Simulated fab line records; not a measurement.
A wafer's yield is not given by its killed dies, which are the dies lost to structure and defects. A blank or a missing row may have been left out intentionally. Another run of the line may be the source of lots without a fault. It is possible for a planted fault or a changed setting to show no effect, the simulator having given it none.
fab line records :: flow nandHarc
record:
  lots: 6
  wafers: 14
  lastDay: 32
route steps=1302 shown THIN_TSV@1250 END@1302
lots with no fault: from the same line, run without faults
startH: the number of hours between the record's first day and the start of the first shown wafer of the lot :: waitH: hours from the lot's prior step to this one :: " as in the row above :: L1.1+2: a single row standing in for several wafers :: - no value, or no start was given :: * or withheld: withheld :: < > ~ a bound
route shown NAME@n: a module of which the file shows steps, and the number in the route of the first :: usual: the fault-free wafers' mean and standard deviation :: same: alike in all rows :: chamber/n: place in a boat :: sites: per-site readings :: _std_site: standard deviation of those values :: _edge_site: mean of outer sites minus mean of inner sites :: radiusMm: how far each site lies from the wafer's centre :: mask NAME#n: copy n :: behind: the tool/chamber that last shaped the wafer :: hold: why the lot went on hold/how many hours it stayed there/how the hold came to an end :: device: whichever transistor did not switch (one of n, p or np) :: end of line: the same wafers' tests at the end of the route :: a step with no rows: only its recipe :: killed: at the first sort, the dies lost to defects and structure; wafer yield is something else :: map: per-die view of a wafer (x killed, . not killed, _ where there is no die)
set.NAME: the run value of the setting; set.NAME@STEP: its run value at that earlier step :: model.NAME: the simulator's own value behind a step, which no gauge read
certain route steps with their lots: each step a table, each wafer a row
services: from which hour (startH, from the record's first day; less than 0 if before it) a tool's chamber was out of use, for how many hours, and why
== steps ==
step: NHARC_THIN_TSV_DEP_43
recipe:
  targetThkA: 13285
  tempC: withheld
  pressureTorr: 6.5
  rfW: 900
  teosFlowSccm: 161.4
  flowSccm: 2650
  targetThkNm: 1328.5
  gas: O2
  material: SiO2
usual:
  throttleValvePct: 16.0/0.76
lot.wafer: L183.2
tool: pecvd-01
chamber: 1
startH: 554.99
waitH: -
sinceWetCleanH: 50
throttleValvePct: 16.1

lot.wafer: L183.4
tool: pecvd-01
chamber: 1
startH: 554.99
waitH: -
sinceWetCleanH: -
throttleValvePct: 15.8

lot.wafer: L183.6
tool: pecvd-01
chamber: 2
startH: 554.99
waitH: -
sinceWetCleanH: -
throttleValvePct: 16.9

lot.wafer: L185.1
tool: pecvd-02
chamber: 0
startH: 582.30
waitH: -
sinceWetCleanH: 161
throttleValvePct: 16.6

lot.wafer: L185.3
tool: pecvd-02
chamber: 2
startH: 582.30
waitH: -
sinceWetCleanH: 161
throttleValvePct: 15.2

lot.wafer: L185.5
tool: pecvd-02
chamber: 2
startH: 582.30
waitH: -
sinceWetCleanH: -
throttleValvePct: 15.1

lot.wafer: L188.1
tool: pecvd-01
chamber: 0
startH: 604.36
waitH: -
sinceWetCleanH: 99
throttleValvePct: 17.0

lot.wafer: L189.1
tool: pecvd-02
chamber: 0
startH: 612.18
waitH: -
sinceWetCleanH: 10
throttleValvePct: 16.3

lot.wafer: L192.1
tool: pecvd-01
chamber: 1
startH: 651.98
waitH: -
sinceWetCleanH: 147
throttleValvePct: 16.2

lot.wafer: L192.5
tool: pecvd-01
chamber: 0
startH: 651.98
waitH: -
sinceWetCleanH: -
throttleValvePct: 16.9

lot.wafer: L192.4
tool: pecvd-01
chamber: 1
startH: 651.98
waitH: -
sinceWetCleanH: -
throttleValvePct: 16.0

lot.wafer: L204.3
tool: pecvd-01
chamber: 0
startH: 755.95
waitH: -
sinceWetCleanH: 70
throttleValvePct: 17.2

lot.wafer: L204.4
tool: pecvd-01
chamber: 0
startH: 755.95
waitH: -
sinceWetCleanH: -
throttleValvePct: 17.5

lot.wafer: L204.6
tool: pecvd-01
chamber: 1
startH: 755.95
waitH: -
sinceWetCleanH: -
throttleValvePct: 16.0
step: NHARC_THIN_TSV_DEHYDRATE_04
recipe:
  tempC: 150
  timeS: 120
step: NHARC_THIN_TSV_HMDS_05
recipe:
  timeS: 30
step: NHARC_THIN_TSV_COAT_06
recipe:
  spinRpm: *
step: NHARC_THIN_TSV_SOFTBAKE_07
recipe:
  tempC: 122
  timeS: 95
step: NHARC_THIN_TSV_EBR_08
step: NHARC_THIN_TSV_EXPOSE_09
recipe:
  na: 0.55
  doseMj: 30.7
  maskId: TSV
step: NHARC_THIN_TSV_PEB_10
recipe:
  pebTempC: 118
  pebTimeS: 85
step: NHARC_THIN_TSV_DEVELOP_11
recipe:
  timeS: 70
step: NHARC_THIN_TSV_CD_MEAS_12
recipe:
  targetCdNm: 1000
  landingEnergyEv: 500
usual:
  cdNm: 1000.5/1.4
lot.wafer: L183.2
tool: cdSem-02
chamber: 0
startH: 555.65
waitH: -
cdNm: 999.4

lot.wafer: L183.4
tool: cdSem-02
chamber: 0
startH: 555.65
waitH: -
cdNm: 999.4

lot.wafer: L183.6
tool: cdSem-02
chamber: 0
startH: 555.65
waitH: -
cdNm: 1000.4

lot.wafer: L185.1
tool: cdSem-02
chamber: 0
startH: 583.01
waitH: -
cdNm: 1002.3

lot.wafer: L185.3
tool: cdSem-02
chamber: 0
startH: 583.01
waitH: -
cdNm: 1001.4

lot.wafer: L185.5
tool: cdSem-02
chamber: 0
startH: 583.01
waitH: -
cdNm: 1001.0

lot.wafer: L188.1
tool: cdSem-03
chamber: 0
startH: 605.20
waitH: -
cdNm: 999.2

lot.wafer: L189.1
tool: cdSem-01
chamber: 0
startH: 612.97
waitH: -
cdNm: 1001.5

lot.wafer: L192.1
tool: cdSem-02
chamber: 0
startH: 652.76
waitH: -
cdNm: 999.6

lot.wafer: L192.4
tool: cdSem-02
chamber: 0
startH: 652.76
waitH: -
cdNm: 1000.4

lot.wafer: L192.5
tool: cdSem-02
chamber: 0
startH: 652.76
waitH: -
cdNm: 998.9

lot.wafer: L204.3
tool: cdSem-02
chamber: 0
startH: 756.74
waitH: -
cdNm: 999.3

lot.wafer: L204.4
tool: cdSem-02
chamber: 0
startH: 756.74
waitH: -
cdNm: 1001.6

lot.wafer: L204.6
tool: cdSem-02
chamber: 0
startH: 756.74
waitH: -
cdNm: 1000.4
step: NHARC_THIN_TSV_HARDBAKE_13
recipe:
  tempC: 125
  timeS: 80
step: NHARC_THIN_TSV_DESCUM_14
recipe:
  timeS: 3
  o2FlowSccm: 200
  arFlowSccm: 0
  biasPowerW: 0
  chemistry: O2
usual:
  drypumpMotorCurrentA: 5.7/0.57
  o2FlowSccm: 200.0/0.54
  oesProductAu: 1.000/0.0077
  rfVppV: 57.6/0.89
  showerheadPlenumPTorr: 1.88/0.08
  throttleValvePct: 11.310/0.008
lot.wafer: L183.4
tool: rieDiel-13
chamber: 0
startH: 555.82
waitH: -
drypumpMotorCurrentA: 6.4
o2FlowSccm: 199.1
oesProductAu: 0.994
rfHoursCounterH: 0.7
rfVppV: 56.2
showerheadPlenumPTorr: 1.84
throttleValvePct: 11.297

lot.wafer: L183.2
tool: rieDiel-13
chamber: 2
startH: 555.82
waitH: -
drypumpMotorCurrentA: 5.4
o2FlowSccm: 200.6
oesProductAu: 0.990
rfHoursCounterH: 0.9
rfVppV: 57.3
showerheadPlenumPTorr: 1.94
throttleValvePct: 11.314

lot.wafer: L183.6
tool: rieDiel-13
chamber: 3
startH: 555.82
waitH: -
drypumpMotorCurrentA: 5.6
o2FlowSccm: 201.0
oesProductAu: 0.993
rfHoursCounterH: -
rfVppV: 56.8
showerheadPlenumPTorr: 1.80
throttleValvePct: 11.326

lot.wafer: L185.1
tool: rieDiel-13
chamber: 1
startH: 583.17
waitH: -
drypumpMotorCurrentA: 5.0
o2FlowSccm: 199.4
oesProductAu: 1.008
rfHoursCounterH: 2.6
rfVppV: 58.0
showerheadPlenumPTorr: 1.81
throttleValvePct: 11.312

lot.wafer: L185.3
tool: rieDiel-13
chamber: 2
startH: 583.17
waitH: -
drypumpMotorCurrentA: 5.4
o2FlowSccm: 200.0
oesProductAu: 0.989
rfHoursCounterH: 2.5
rfVppV: 58.3
showerheadPlenumPTorr: 1.94
throttleValvePct: 11.318

lot.wafer: L185.5
tool: rieDiel-13
chamber: 2
startH: 583.17
waitH: -
drypumpMotorCurrentA: 5.4
o2FlowSccm: 199.8
oesProductAu: 0.998
rfHoursCounterH: -
rfVppV: 58.5
showerheadPlenumPTorr: 1.94
throttleValvePct: 11.316

lot.wafer: L188.1
tool: rieDiel-13
chamber: 3
startH: 605.38
waitH: -
drypumpMotorCurrentA: 5.6
o2FlowSccm: 199.4
oesProductAu: 0.992
rfHoursCounterH: 3.3
rfVppV: 58.0
showerheadPlenumPTorr: 1.80
throttleValvePct: 11.308

lot.wafer: L189.1
tool: rieDiel-13
chamber: 2
startH: 613.13
waitH: -
drypumpMotorCurrentA: 5.4
o2FlowSccm: 200.3
oesProductAu: 0.986
rfHoursCounterH: 4.5
rfVppV: 57.5
showerheadPlenumPTorr: 1.94
throttleValvePct: 11.296

lot.wafer: L192.4
tool: rieDiel-10
chamber: 1
startH: 652.94
waitH: -
drypumpMotorCurrentA: 6.5
o2FlowSccm: 199.9
oesProductAu: 1.003
rfHoursCounterH: 3.3
rfVppV: 55.8
showerheadPlenumPTorr: 1.81
throttleValvePct: 11.303

lot.wafer: L192.1
tool: rieDiel-10
chamber: 0
startH: 652.94
waitH: -
drypumpMotorCurrentA: 6.4
o2FlowSccm: 200.2
oesProductAu: 1.003
rfHoursCounterH: 3.2
rfVppV: 56.5
showerheadPlenumPTorr: 1.92
throttleValvePct: 11.309

lot.wafer: L192.5
tool: rieDiel-10
chamber: 1
startH: 652.94
waitH: -
drypumpMotorCurrentA: 6.5
o2FlowSccm: 200.0
oesProductAu: 0.996
rfHoursCounterH: -
rfVppV: 56.3
showerheadPlenumPTorr: 1.81
throttleValvePct: 11.321

lot.wafer: L204.3
tool: rieDiel-05
chamber: 1
startH: 756.91
waitH: -
drypumpMotorCurrentA: 5.1
o2FlowSccm: 199.9
oesProductAu: 0.994
rfHoursCounterH: 6.8
rfVppV: 57.3
showerheadPlenumPTorr: 2.04
throttleValvePct: 11.308

lot.wafer: L204.4
tool: rieDiel-05
chamber: 2
startH: 756.91
waitH: -
drypumpMotorCurrentA: 5.1
o2FlowSccm: 200.1
oesProductAu: 0.998
rfHoursCounterH: 6.5
rfVppV: 56.7
showerheadPlenumPTorr: 1.85
throttleValvePct: 11.315

lot.wafer: L204.6
tool: rieDiel-05
chamber: 0
startH: 756.91
waitH: -
drypumpMotorCurrentA: 5.5
o2FlowSccm: 200.4
oesProductAu: 1.011
rfHoursCounterH: -
rfVppV: 57.5
showerheadPlenumPTorr: 2.03
throttleValvePct: 11.310
step: NHARC_THIN_TSV_ETCH_44
recipe:
  targetDepthA: 15942
  timeS: 797.1
  cf4FlowSccm: 150
  o2FlowSccm: 10
  arFlowSccm: 0
  rfW: 300
  biasW: 800
  chemistry: CF4/O2
usual:
  drypumpMotorCurrentA: 5.7/0.57
  o2FlowSccm: 10.00/0.031
  oesProductAu: 0.998/0.0077
  rfFwdPowerW: 299.7/0.81
  rfVppV: 792/4.5
  showerheadPlenumPTorr: 1.80/0.07
  throttleValvePct: 16.915/0.0086
lot.wafer: L183.4
tool: rieDiel-13
chamber: 3
startH: 555.90
waitH: 0.1
drypumpMotorCurrentA: 5.6
o2FlowSccm: 10.07
oesProductAu: 0.994
rfFwdPowerW: 299.5
rfHoursCounterH: 0.8
rfVppV: 787
showerheadPlenumPTorr: 1.73
throttleValvePct: 16.905

lot.wafer: L183.2
tool: rieDiel-13
chamber: 0
startH: 555.90
waitH: 0.1
drypumpMotorCurrentA: 6.4
o2FlowSccm: 10.00
oesProductAu: 0.986
rfFwdPowerW: 299.4
rfHoursCounterH: 0.8
rfVppV: 790
showerheadPlenumPTorr: 1.77
throttleValvePct: 16.912

lot.wafer: L183.6
tool: rieDiel-13
chamber: 3
startH: 555.90
waitH: 0.1
drypumpMotorCurrentA: 5.6
o2FlowSccm: 10.02
oesProductAu: 0.995
rfFwdPowerW: 297.9
rfHoursCounterH: -
rfVppV: 788
showerheadPlenumPTorr: 1.73
throttleValvePct: 16.924

lot.wafer: L185.1
tool: rieDiel-13
chamber: 0
startH: 583.26
waitH: 0.1
drypumpMotorCurrentA: 6.4
o2FlowSccm: 9.95
oesProductAu: 0.991
rfFwdPowerW: 299.0
rfHoursCounterH: 2.5
rfVppV: 790
showerheadPlenumPTorr: 1.77
throttleValvePct: 16.918

lot.wafer: L185.3
tool: rieDiel-13
chamber: 3
startH: 583.26
waitH: 0.1
drypumpMotorCurrentA: 5.6
o2FlowSccm: 10.02
oesProductAu: 0.988
rfFwdPowerW: 299.5
rfHoursCounterH: 2.4
rfVppV: 789
showerheadPlenumPTorr: 1.73
throttleValvePct: 16.933

lot.wafer: L185.5
tool: rieDiel-13
chamber: 0
startH: 583.26
waitH: 0.1
drypumpMotorCurrentA: 6.5
o2FlowSccm: 10.05
oesProductAu: 0.997
rfFwdPowerW: 299.8
rfHoursCounterH: -
rfVppV: 790
showerheadPlenumPTorr: 1.77
throttleValvePct: 16.919

lot.wafer: L188.1
tool: rieDiel-13
chamber: 0
startH: 605.61
waitH: 0.2
drypumpMotorCurrentA: 6.4
o2FlowSccm: 9.97
oesProductAu: 0.743
rfFwdPowerW: 180.0
rfHoursCounterH: 3.8
rfVppV: 791
showerheadPlenumPTorr: 1.77
throttleValvePct: 16.901

lot.wafer: L189.1
tool: rieDiel-13
chamber: 0
startH: 613.39
waitH: 0.2
drypumpMotorCurrentA: 6.4
o2FlowSccm: 10.00
oesProductAu: 0.749
rfFwdPowerW: 180.4
rfHoursCounterH: 4.7
rfVppV: 792
showerheadPlenumPTorr: 1.77
throttleValvePct: 16.912

lot.wafer: L192.4
tool: rieDiel-10
chamber: 2
startH: 653.08
waitH: 0.1
drypumpMotorCurrentA: 6.0
o2FlowSccm: 9.98
oesProductAu: 1.001
rfFwdPowerW: 300.5
rfHoursCounterH: 3.4
rfVppV: 796
showerheadPlenumPTorr: 1.88
throttleValvePct: 16.911

lot.wafer: L192.1
tool: rieDiel-10
chamber: 3
startH: 653.08
waitH: 0.1
drypumpMotorCurrentA: 6.5
o2FlowSccm: 10.02
oesProductAu: 1.007
rfFwdPowerW: 299.4
rfHoursCounterH: 3.4
rfVppV: 796
showerheadPlenumPTorr: 1.85
throttleValvePct: 16.910

lot.wafer: L192.5
tool: rieDiel-10
chamber: 1
startH: 653.08
waitH: 0.1
drypumpMotorCurrentA: 6.5
o2FlowSccm: 10.03
oesProductAu: 0.994
rfFwdPowerW: 298.7
rfHoursCounterH: -
rfVppV: 789
showerheadPlenumPTorr: 1.74
throttleValvePct: 16.916

lot.wafer: L204.4
tool: rieDiel-05
chamber: 0
startH: 757.04
waitH: 0.1
drypumpMotorCurrentA: 5.5
o2FlowSccm: 10.05
oesProductAu: 1.000
rfFwdPowerW: 299.7
rfHoursCounterH: 6.9
rfVppV: 800
showerheadPlenumPTorr: 1.94
throttleValvePct: 16.920

lot.wafer: L204.3
tool: rieDiel-05
chamber: 2
startH: 757.04
waitH: 0.1
drypumpMotorCurrentA: 5.2
o2FlowSccm: 10.00
oesProductAu: 1.000
rfFwdPowerW: 299.7
rfHoursCounterH: 6.6
rfVppV: 791
showerheadPlenumPTorr: 1.78
throttleValvePct: 16.919

lot.wafer: L204.6
tool: rieDiel-05
chamber: 0
startH: 757.04
waitH: 0.1
drypumpMotorCurrentA: 5.4
o2FlowSccm: 10.09
oesProductAu: 0.995
rfFwdPowerW: 300.2
rfHoursCounterH: -
rfVppV: 801
showerheadPlenumPTorr: 1.94
throttleValvePct: 16.923
step: NHARC_THIN_TSV_ETCH_15
recipe:
  targetDepthA: 30000
  boschTargetOveretchCycles: 2
  boschEtchStepS: 2.8
  boschDepStepS: 1.2
  boschCycles: 14
usual:
  drypumpMotorCurrentA: 5.70/0.29
lot.wafer: L183.4
tool: rieSi-01
chamber: 3
startH: 556.47
waitH: -
drypumpMotorCurrentA: 5.11
rfHoursCounterH: 0

lot.wafer: L183.2
tool: rieSi-01
chamber: 2
startH: 556.47
waitH: -
drypumpMotorCurrentA: 5.58
rfHoursCounterH: 0

lot.wafer: L183.6
tool: rieSi-01
chamber: 0
startH: 556.47
waitH: -
drypumpMotorCurrentA: 5.45
rfHoursCounterH: -

lot.wafer: L185.3
tool: rieSi-01
chamber: 2
startH: 583.83
waitH: -
drypumpMotorCurrentA: 5.69
rfHoursCounterH: 0.2

lot.wafer: L185.1
tool: rieSi-01
chamber: 3
startH: 583.83
waitH: -
drypumpMotorCurrentA: 5.12
rfHoursCounterH: 0.2

lot.wafer: L185.5
tool: rieSi-01
chamber: 2
startH: 583.83
waitH: -
drypumpMotorCurrentA: 5.70
rfHoursCounterH: -

lot.wafer: L188.1
tool: rieSi-02
chamber: 1
startH: 606.04
waitH: -
drypumpMotorCurrentA: 5.34
rfHoursCounterH: 0.9

lot.wafer: L189.1
tool: rieSi-06
chamber: 1
startH: 613.83
waitH: -
drypumpMotorCurrentA: 5.33
rfHoursCounterH: 0

lot.wafer: L192.4
tool: rieSi-06
chamber: 2
startH: 653.59
waitH: -
drypumpMotorCurrentA: 5.53
rfHoursCounterH: 0.2

lot.wafer: L192.1
tool: rieSi-06
chamber: 0
startH: 653.59
waitH: -
drypumpMotorCurrentA: 6.06
rfHoursCounterH: 0.2

lot.wafer: L192.5
tool: rieSi-06
chamber: 2
startH: 653.59
waitH: -
drypumpMotorCurrentA: 5.53
rfHoursCounterH: -

lot.wafer: L204.3
tool: rieSi-06
chamber: 0
startH: 757.55
waitH: -
drypumpMotorCurrentA: 6.06
rfHoursCounterH: 0.7

lot.wafer: L204.4
tool: rieSi-06
chamber: 1
startH: 757.55
waitH: -
drypumpMotorCurrentA: 5.32
rfHoursCounterH: 0.8

lot.wafer: L204.6
tool: rieSi-06
chamber: 0
startH: 757.55
waitH: -
drypumpMotorCurrentA: 6.05
rfHoursCounterH: -
step: NHARC_THIN_TSV_CD_MEAS_16
usual:
  cdNm: 1000.5/1.4
lot.wafer: L183.2
tool: cdSem-01
chamber: -
startH: 556.61
waitH: 0.1
cdNm: 998.4

lot.wafer: L183.4
tool: cdSem-01
chamber: -
startH: 556.61
waitH: 0.1
cdNm: 999.7

lot.wafer: L183.6
tool: cdSem-01
chamber: -
startH: 556.61
waitH: 0.1
cdNm: 1000.2

lot.wafer: L185.1
tool: cdSem-02
chamber: -
startH: 583.98
waitH: 0.1
cdNm: 1001.9

lot.wafer: L185.3
tool: cdSem-02
chamber: -
startH: 583.98
waitH: 0.1
cdNm: 1001.6

lot.wafer: L185.5
tool: cdSem-02
chamber: -
startH: 583.98
waitH: 0.1
cdNm: 1001.6

lot.wafer: L188.1
tool: cdSem-01
chamber: -
startH: 606.15
waitH: 0.1
cdNm: 1004.2

lot.wafer: L189.1
tool: cdSem-02
chamber: -
startH: 613.94
waitH: 0.1
cdNm: 1006.0

lot.wafer: L192.1
tool: cdSem-02
chamber: -
startH: 653.73
waitH: 0.1
cdNm: 999.9

lot.wafer: L192.4
tool: cdSem-02
chamber: -
startH: 653.73
waitH: 0.1
cdNm: 1000.4

lot.wafer: L192.5
tool: cdSem-02
chamber: -
startH: 653.73
waitH: 0.1
cdNm: 998.8

lot.wafer: L204.3
tool: cdSem-02
chamber: -
startH: 757.69
waitH: 0.1
cdNm: 999.3

lot.wafer: L204.4
tool: cdSem-02
chamber: -
startH: 757.69
waitH: 0.1
cdNm: 1001.6

lot.wafer: L204.6
tool: cdSem-02
chamber: -
startH: 757.69
waitH: 0.1
cdNm: 1000.6
step: NHARC_THIN_TSV_STRIP_45
recipe:
  powerW: 1500
  tempC: 250
  chemistry: O2
usual:
  drypumpMotorCurrentA: 6.07/0.15
  heaterPowerW: 317/25
lot.wafer: L183.2
tool: plasmaAsher-01
chamber: 0
startH: 556.73
waitH: 0.1
drypumpMotorCurrentA: 6.17
heaterPowerW: 314
rfHoursCounterH: 4

lot.wafer: L183.4
tool: plasmaAsher-01
chamber: 1
startH: 556.73
waitH: 0.1
drypumpMotorCurrentA: 6.24
heaterPowerW: 284
rfHoursCounterH: -

lot.wafer: L183.6
tool: plasmaAsher-01
chamber: 1
startH: 556.73
waitH: 0.1
drypumpMotorCurrentA: 6.25
heaterPowerW: 285
rfHoursCounterH: -

lot.wafer: L185.1
tool: plasmaAsher-01
chamber: 1
startH: 584.06
waitH: 0.1
drypumpMotorCurrentA: 6.28
heaterPowerW: 285
rfHoursCounterH: 11

lot.wafer: L185.3
tool: plasmaAsher-01
chamber: 1
startH: 584.06
waitH: 0.1
drypumpMotorCurrentA: 6.28
heaterPowerW: 288
rfHoursCounterH: -

lot.wafer: L185.5
tool: plasmaAsher-01
chamber: 0
startH: 584.06
waitH: 0.1
drypumpMotorCurrentA: 6.16
heaterPowerW: 315
rfHoursCounterH: -

lot.wafer: L188.1
tool: plasmaAsher-01
chamber: 0
startH: 606.28
waitH: 0.1
drypumpMotorCurrentA: 6.17
heaterPowerW: 322
rfHoursCounterH: 16

lot.wafer: L189.1
tool: plasmaAsher-01
chamber: 0
startH: 614.01
waitH: 0.1
drypumpMotorCurrentA: 6.19
heaterPowerW: 312
rfHoursCounterH: 19

lot.wafer: L192.1
tool: plasmaAsher-01
chamber: 1
startH: 653.86
waitH: 0.1
drypumpMotorCurrentA: 6.25
heaterPowerW: 285
rfHoursCounterH: 28

lot.wafer: L192.4
tool: plasmaAsher-01
chamber: 1
startH: 653.86
waitH: 0.1
drypumpMotorCurrentA: 6.26
heaterPowerW: 293
rfHoursCounterH: -

lot.wafer: L192.5
tool: plasmaAsher-01
chamber: 0
startH: 653.86
waitH: 0.1
drypumpMotorCurrentA: 6.19
heaterPowerW: 316
rfHoursCounterH: -

lot.wafer: L204.3
tool: plasmaAsher-02
chamber: 0
startH: 757.86
waitH: 0.2
drypumpMotorCurrentA: 5.98
heaterPowerW: 346
rfHoursCounterH: -

lot.wafer: L204.4
tool: plasmaAsher-02
chamber: 1
startH: 757.86
waitH: 0.2
drypumpMotorCurrentA: 5.89
heaterPowerW: 304
rfHoursCounterH: -

lot.wafer: L204.6
tool: plasmaAsher-02
chamber: 0
startH: 757.86
waitH: 0.2
drypumpMotorCurrentA: 5.97
heaterPowerW: 356
rfHoursCounterH: -
step: NHARC_END_SORT_01
recipe:
  tempC: 25
usual:
  defectLimitedYield: 90/3.3
  killedAtArray: 61/23
  killedAtOther: 1.3/1.4
  killedAtPeriphery: 4.0/2.6
  killedDies: 66/22
  killedOpen: 3.4/1.8
  killedShort: 2.3/1.4
same:
  grossDies: 677
lot.wafer: L188.1
tool: prober-02
chamber: 0
startH: 621.19
waitH: 2.5
defectLimitedYield[%]: 0
killedAtArray: 26
killedAtOther: 648
killedAtPeriphery: 3
killedDies: 677
killedOpen: 6
killedShort: 4
killed by level:class
L188.1 THIN_TSV:areaEtch=647 A_CHANNEL_HOLE_D2:chamberFilmFlake=8 A_CHANNEL_HOLE_D1:chamberFilmFlake=6 A_CHANNEL_FILL_D1:geometricParticle:open=2 A_SLIT:chamberFilmFlake=2 A_WL_FILL:chamberFilmFlake=2 P_STI:geometricParticle:open=1 P_GATE:geometricParticle:open=1
== services ==
tool: rieDiel-05
chamber: 1
startH: 538.83
hours: 18.6
kind: repair

tool: rieDiel-10
chamber: 3
startH: 543.77
hours: 5.0
kind: repair

tool: rieSi-01
chamber: -
startH: 547.00
hours: 9.0
kind: pm

tool: rieDiel-13
chamber: 3
startH: 547.43
hours: 2.9
kind: repair

tool: rieDiel-05
chamber: 2
startH: 559.77
hours: 6.7
kind: repair

tool: rieDiel-10
chamber: -
startH: 582.42
hours: 0.3
kind: repair

tool: rieDiel-05
chamber: -
startH: 583.60
hours: 9.0
kind: pm

tool: pecvd-01
chamber: 2
startH: 596.44
hours: 11.5
kind: repair

tool: rieDiel-10
chamber: -
startH: 596.50
hours: 9.0
kind: pm

tool: rieSi-06
chamber: -
startH: 603.00
hours: 9.0
kind: pm

tool: rieDiel-05
chamber: 0
startH: 610.26
hours: 1.6
kind: repair

tool: rieDiel-05
chamber: 3
startH: 625.45
hours: 7.4
kind: repair

tool: rieDiel-13
chamber: -
startH: 628.07
hours: 0.5
kind: repair

tool: rieDiel-13
chamber: 0
startH: 637.30
hours: 15.2
kind: repair

tool: rieSi-06
chamber: 3
startH: 667.11
hours: 3.0
kind: repair

tool: pecvd-01
chamber: -
startH: 673.06
hours: 13.0
kind: pm

tool: rieSi-06
chamber: 0
startH: 673.21
hours: 6.8
kind: repair

tool: pecvd-01
chamber: -
startH: 694.62
hours: 0.5
kind: repair

tool: rieDiel-13
chamber: -
startH: 696.04
hours: 9.0
kind: pm

tool: plasmaAsher-01
chamber: -
startH: 696.22
hours: 9.0
kind: pm

tool: rieDiel-10
chamber: -
startH: 696.92
hours: 1.6
kind: repair

tool: pecvd-01
chamber: -
startH: 701.00
hours: 0.8
kind: repair

tool: plasmaAsher-01
chamber: -
startH: 747.05
hours: 1.4
kind: repair

tool: pecvd-01
chamber: -
startH: 753.38
hours: 1.3
kind: repair
== key ==
firstSign:
  step: NHARC_THIN_TSV_ETCH_44
  reading: rfFwdPowerW
  direction: down
  sigmas: 99+
  usual: *
  struck: *
effect:
  step: NHARC_THIN_TSV_ETCH_44
  reading: oesProductAu
  direction: down
  sigmas: 33
  usual: 0.998
  struck: 0.746
effect:
  step: NHARC_THIN_TSV_CD_MEAS_16
  reading: cdNm
  direction: up
  sigmas: 3.4
  usual: 1000.5
  struck: 1005.1
effect:
  step: NHARC_END_SORT_01
  reading: defectLimitedYield
  direction: down
  sigmas: 27
  usual: 90
  struck: 0
moreKillsBornAt:
  NHARC_THIN_TSV_ETCH_44@rieDiel-13: 647
metAt NHARC_THIN_TSV_ETCH_44
struckWafers L188.1,L189.1
laterRowsLeftOut L188.1,L189.1
sortLeftOut L189.1
onsetBetween 583.26 605.61
earlierFault:
  kind: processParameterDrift
  tool: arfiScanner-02
  chamber: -
  onsetH: 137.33
  steps: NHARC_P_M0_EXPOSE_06
  channel: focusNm
  offset: 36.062
  spreadByWafer: 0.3
  shape: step
fault:
  kind: processParameterDrift
  tool: rieDiel-13
  chamber: 0
  onsetH: 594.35
  steps: NHARC_THIN_TSV_ETCH_44
  channel: rfW
  offset: *
  shape: step
  actsIn: *
  stated: *
sortLeftOut: the simulated sort isn't trusted on such a fault, so these wafers' sort isn't shown, and their yield isn't known
laterRowsLeftOut: the simulator's readings of these wafers behind a module that went badly wrong aren't trusted and aren't shown, but for the sort
